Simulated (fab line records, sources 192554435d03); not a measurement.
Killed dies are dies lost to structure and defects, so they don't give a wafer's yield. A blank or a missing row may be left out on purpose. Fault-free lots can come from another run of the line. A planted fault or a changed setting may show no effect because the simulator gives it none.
8D (eight disciplines) problem report, filled in by code + flow n5_finfet + the parts of the form that need people (team, actions taken, sign-off) are left out

1. PROBLEM STATEMENT
Wafers without a fault read 449.9 W, standard deviation 1.2; power_w at N5_BEOL_M0_STRIP_104 reads a mean of 390.8 W on 2 wafers belonging to 2 lots. That puts it -49 standard deviations away from the usual mean.
The step: strips in N2/H2.
The first sign was on wafer L295.4 at day 10 09:38, on rie_diel-04. At this step, 29 wafers from 10 lots have a number in the record. The rule behind "out" and "out of limits": a value lying over 4 standard deviations away from the usual mean. The rest of the wafers with a number are treated as sound.

2. WHAT IT IS; WHAT IT IS NOT
| question                    | is                | is not                                                                                          |
|-----------------------------|-------------------|-------------------------------------------------------------------------------------------------|
| which readings at this step | power_w           | drypump_motor_current_A, oes_product_au, rf_vpp_V, showerhead_plenum_p_Torr, throttle_valve_pct |
| which lots                  | L295, L297        | L277, L279, L281, L284, L286, L294, L298, L299                                                  |
| which wafers of those lots  | L295.4, L297.3    | L295.2, L295.3, L297.2                                                                          |
| read on which tools         | rie_diel-04       | rie_diel-02, rie_diel-03                                                                        |
| when                        | from day 10 09:38 | up to then (17 sound wafers); but 10 sound wafers of L294, L297, L298, L299 came after          |

3. WHAT RULES OUT EACH SUSPECT
Counting: if a tool at a process step up to the reading ran every lot that is out, it stays a suspect. Sound lots after the first of them don't rule it out here, since some wafers of a struck lot are sound.
- rie_diel-05 at N5_BEOL_M0_SAQP_CUT_ETCH_46 (etches SOC in N2/H2, target depth 135 nm, overetch 27 nm, time 202.5 s): kept. It processed each lot that is out (first: L295, day 10 05:43); up to then, its last sound lot is L294 (day 10 04:00).
- rie_diel-04 at N5_BEOL_M0_STRIP_104 (strips in N2/H2): kept. It processed each lot that is out (first: L295, day 10 09:38); up to then, its last sound lot is L286 (day 8 04:17). On those wafers its own readings are out: power_w.
- In rie_diel-04 at N5_BEOL_M0_STRIP_104, the wafers that are out were processed in chamber 1 and their sound lot-mates in chambers 0, 3.
Remaining after the count are rie_diel-05 at N5_BEOL_M0_SAQP_CUT_ETCH_46 and rie_diel-04 at N5_BEOL_M0_STRIP_104.

4. THE CAUSE (what the simulator had put in)
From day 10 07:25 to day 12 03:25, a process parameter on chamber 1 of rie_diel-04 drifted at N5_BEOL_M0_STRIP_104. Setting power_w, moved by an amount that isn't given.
This tool is one of the 2 suspects left after counting.

5. SEQUENCE OF EFFECTS, ordered by route
Rows list readings where the struck wafers' mean (over those with a number) sits beyond 3 standard deviations from the usual. Only readings whose record carries a usual standard deviation are examined. hours: median over the lots of the time between each lot's start at the first step of this table that gives one and its start at this step. sigmas: the change, counted in usual standard deviations.
| hours | step                 | reading | usual   | on struck wafers | change | sigmas |
|-------|----------------------|---------|---------|------------------|--------|--------|
| 0     | N5_BEOL_M0_STRIP_104 | power_w | 449.9 W | 390.8            | -59.1  | -49    |
Process steps it contains:
- N5_BEOL_M0_STRIP_104: strips in N2/H2.
Later steps that measure or inspect, where all struck wafers having a row at the step show a number for every such reading and not one has moved that far: N5_BEOL_M4_RC_MEAS_101.

6. HOW IT WOULD HAVE BEEN CAUGHT EARLIER
In this record the first reading out of limits was taken at day 10 09:38, 2 hours after the fault began at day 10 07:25.
